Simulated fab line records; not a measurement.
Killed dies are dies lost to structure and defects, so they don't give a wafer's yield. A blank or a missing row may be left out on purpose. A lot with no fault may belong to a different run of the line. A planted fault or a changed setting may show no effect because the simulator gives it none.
A lot that was struck, set against a sound lot -- flow n5 finfet -- 15 steps out of a route of 1938
Sound: these wafers, L624.1, L624.2, L624.3. Struck: wafers L631.2, L631.5 (left out: L631.1, a lot-mate that was not struck); the cause follows at the end.
Per side, at each step with rows, come the tool, then ch with its chambers, and then its first start. Under that, the readings that differ: sound wafers -- struck wafers -- difference of the means -- sigmas: that difference in standard deviations of wafers without a fault.
alike: readings with means less than 2 such deviations apart, plus words and numbers identical on both sides. not compared: withheld readings, readings lacking a value on some wafer, bounds such as >300 that could conceal the same value, and numbers that have no deviation in the record and whose values overlap.
Wherever a step has rows on one side only, a row that says differs or no value, or a row with sigmas, the two part there. When numbers do not overlap yet have no deviation, they are printed without sigmas and do not part them. A reading missing from all wafers of one side parts the sides only when that side holds two or more wafers.

N5_BEOL_M10_HM_DEP_02: deposits TiN, target thk 20 nm.
  sound: pvd sputter-02 at day 10 22:17; struck: pvd sputter-01 at day 13 02:57
  alike: throttle valve pct
then, 8 steps without rows for these wafers: N5_BEOL_M10_COAT_59 (time 60 s, resist thk 100 nm); N5_BEOL_M10_COAT_60 (time 60 s, resist thk 30 nm); N5_BEOL_M10_COAT_05 (resist thk 90 nm); N5_BEOL_M10_EBR_07; N5_BEOL_M10_SOFTBAKE_06 (time 60 s); N5_BEOL_M10_EXPOSE_08 (exposes mask M10); N5_BEOL_M10_PEB_09 (peb time 60 s); N5_BEOL_M10_DEVELOP_10 (develop time 30 s).
N5_BEOL_M10_CD_MEAS_11 targets a cd of 64.1 nm.
  sound on cd sem-03 ch 0, day 10 22:47; struck on cd sem-02 ch 0, day 13 03:27
  alike: cd nm
N5_BEOL_M10_OVL_MEAS_12:
  sound on overlay-01 ch 0, day 10 22:49; struck on overlay-01 ch 0, day 13 03:29
  alike: M10_OVL
N5_BEOL_M10_INSPECT_13: inspects for defects (brightfield).
  sound: defect inspect-02 at day 10 22:50; struck: defect inspect-02 at day 13 03:30
  alike: raw defect count
N5_BEOL_M10_DESCUM_16: chemistry O2, time 7.9 s.
  sound on rie diel-01 ch 1,2,3, day 10 22:52; struck on rie diel-05 ch 1,2, day 13 03:32
reading,sound,struck,difference,sigmas
model.CAR-ArF_of_BEOL_M10_COAT_05.thk nm (nm),83.4 83.4 83.4,84.2 84.4,+0.9,
  alike: drypump motor current A, oes product au, rf vpp V, showerhead plenum p Torr, throttle valve pct
  not compared: rf hours counter h
N5_BEOL_M10_ETCH_61: etches SiARC in CF4, target depth 39 nm, time 65 s.
  sound on rie diel-01 ch 1,2,3, day 10 22:55; struck on rie diel-05 ch 1,2, day 13 03:34
reading,sound,struck,difference,sigmas
model.CAR-ArF_of_BEOL_M10_COAT_05.thk nm (nm),55.4 55.4 55.4,56.2 56.4,+0.9,
  alike: bias w, drypump motor current A, etch rf on time s, oes product au, rf vpp V, showerhead plenum p Torr, throttle valve pct
  not compared: rf hours counter h
N5_BEOL_M10_ETCH_62: etches SOC in N2/H2, target depth 110 nm, overetch 22 nm, time 165 s.
  sound on rie diel-01 ch 1,2,3, day 10 22:58; struck on rie diel-05 ch 1,2, day 13 03:37
  alike: bias w, drypump motor current A, oes product au, rf vpp V, showerhead plenum p Torr, throttle valve pct
  not compared: rf hours counter h

## WHERE THEY PART
Nowhere in this record.

WHY: whatever the simulator had introduced
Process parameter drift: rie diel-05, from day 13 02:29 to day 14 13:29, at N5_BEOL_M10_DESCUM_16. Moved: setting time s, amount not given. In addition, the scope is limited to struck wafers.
